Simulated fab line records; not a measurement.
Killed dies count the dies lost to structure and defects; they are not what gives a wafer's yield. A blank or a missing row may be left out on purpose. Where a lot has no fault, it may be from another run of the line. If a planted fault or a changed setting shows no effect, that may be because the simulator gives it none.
Split-lot trial | flow n5Finfet | route with 1938 steps; 7 lots, 21 wafers read

== ON THE SPLIT ==
At N5_BEOL_M7_EXPOSE_25 (exposes mask V6, target cd 40 nm), the setting doseMj was moved away from the recipe's 42.5 on 6 of the 21 wafers read, by -7.5% to +5.6%. All remaining wafers had this setting at the recipe value.

== FROM THE SPLIT TO THE READING: what the file shows between them, 2 steps ==
- N5_BEOL_M7_PEB_26: peb time 60 s
- N5_BEOL_M7_DEVELOP_27: develop time 30 s

== THE READING ==
cdNm, in nm, at N5_BEOL_M7_CD_MEAS_28 (target cd 40 nm). On this fab line, fault-free wafers typically give 40.06 nm with a standard deviation of 0.24 nm.

wafer  | tool, chamber at the split | doseMj as run | against the recipe | cdNm, nm | against lot-mates on the recipe
L078.1 | euvScanner-02, 0           | 44.9          | +5.6%              | 41.10    | +0.89
L078.3 | euvScanner-02, 0           | 42.5          | recipe             | 40.21    | -
L078.6 | euvScanner-02, 0           | 44.9          | +5.6%              | 41.30    | +1.09
L079.1 | euvScanner-02, 0           | 40.57         | -4.5%              | 39.30    | -0.73
L079.3 | euvScanner-02, 0           | 42.5          | recipe             | 40.03    | -
L079.6 | euvScanner-02, 0           | 40.57         | -4.5%              | 38.63    | -1.40
L081.3 | euvScanner-01, 0           | 39.32         | -7.5%              | 38.30    | -1.84
L081.5 | euvScanner-01, 0           | 42.5          | recipe             | 40.33    | -
L081.6 | euvScanner-01, 0           | 42.5          | recipe             | 39.96    | -
L088.1 | euvScanner-01, 0           | 42.5          | recipe             | 40.00    | -
L088.3 | euvScanner-01, 0           | 42.5          | recipe             | 40.37    | -
L088.4 | euvScanner-01, 0           | 42.5          | recipe             | 40.38    | -
L090.2 | euvScanner-01, 0           | 42.5          | recipe             | 40.13    | -
L090.4 | euvScanner-01, 0           | 42.5          | recipe             | 40.32    | -
L090.5 | euvScanner-01, 0           | 42.5          | recipe             | 39.93    | -
L092.1 | euvScanner-02, 0           | 42.5          | recipe             | 40.33    | -
L092.3 | euvScanner-02, 0           | 41.64         | -2.0%              | 39.77    | -0.33
L092.5 | euvScanner-02, 0           | 42.5          | recipe             | 39.87    | -
L095.1 | euvScanner-02, 0           | 42.5          | recipe             | 39.82    | -
L095.3 | euvScanner-02, 0           | 42.5          | recipe             | 40.16    | -
L095.6 | euvScanner-02, 0           | 42.5          | recipe             | 39.97    | -

THE FIT
A straight line over all 21 wafers: cdNm changes by +0.223 nm for each +1% of doseMj; r = +0.95; the points scatter about the line by 0.22 nm.
The same after taking each lot's own level away (the mean of its wafers on the recipe; 21 wafers): +0.212 nm for each +1%; r = +0.95; scatter 0.21 nm.
The reading moves by 1.6 nm for the largest change in doseMj, on that fit.
From 39.983 to 40.250 nm: that is the span of the lots' own levels, equal to 1.1 times the standard deviation above.
The two slopes agree, so the slope changes little with the lot-to-lot level.
Check: for one of the wafers moved furthest among these (-7.5%), held out of the fit, the line's prediction against its lot-mates is -1.5 nm. Against them it came out at -1.84 nm.

== THESE WAFERS: OTHER SPLITS ==
Before the reading, these wafers also passed through other splits. Each is held against what the fit with the lots' levels taken away leaves over:
other split on the same wafers | wafers away from the commonest value | r with cdNm (lot level and that fit taken away)
N5_BEOL_M7_EXPOSE_08 doseMj    | 4                                    | -0.01
N5_BEOL_M7_COAT_71 spinRpm     | 7                                    | +0.17

== THE WHOLE CHAIN: every reading that the file lists as answering this split, in the file's order ==
step                  | what it does                                                | reading                                                       | change (the file's fit)               | r (the file's)
N5_BEOL_M7_CD_MEAS_28 | target cd 40 nm                                             | cdNm                                                          | +0.222 nm for each +1% of the setting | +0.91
N5_BEOL_M7_DESCUM_33  | chemistry O2, time 7 s                                      | BEOL_M7.cdNm (the simulator's own value, which no gauge read) | +0.241 nm for each +1% of the setting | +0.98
N5_BEOL_M7_ETCH_72    | etches underlayer in N2/H2, target depth 6.5 nm, time 5.2 s | BEOL_M7.cdNm (the simulator's own value, which no gauge read) | +0.226 nm for each +1% of the setting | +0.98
N5_BEOL_M7_ETCH_65    | etches SiARC in CF4, target depth 15.6 nm, time 26 s        | BEOL_M7.cdNm (the simulator's own value, which no gauge read) | +0.22 nm for each +1% of the setting  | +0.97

== FILE'S OWN FIT ==
cdNm changes by +0.222 nm for each +1% of doseMj, r = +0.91.
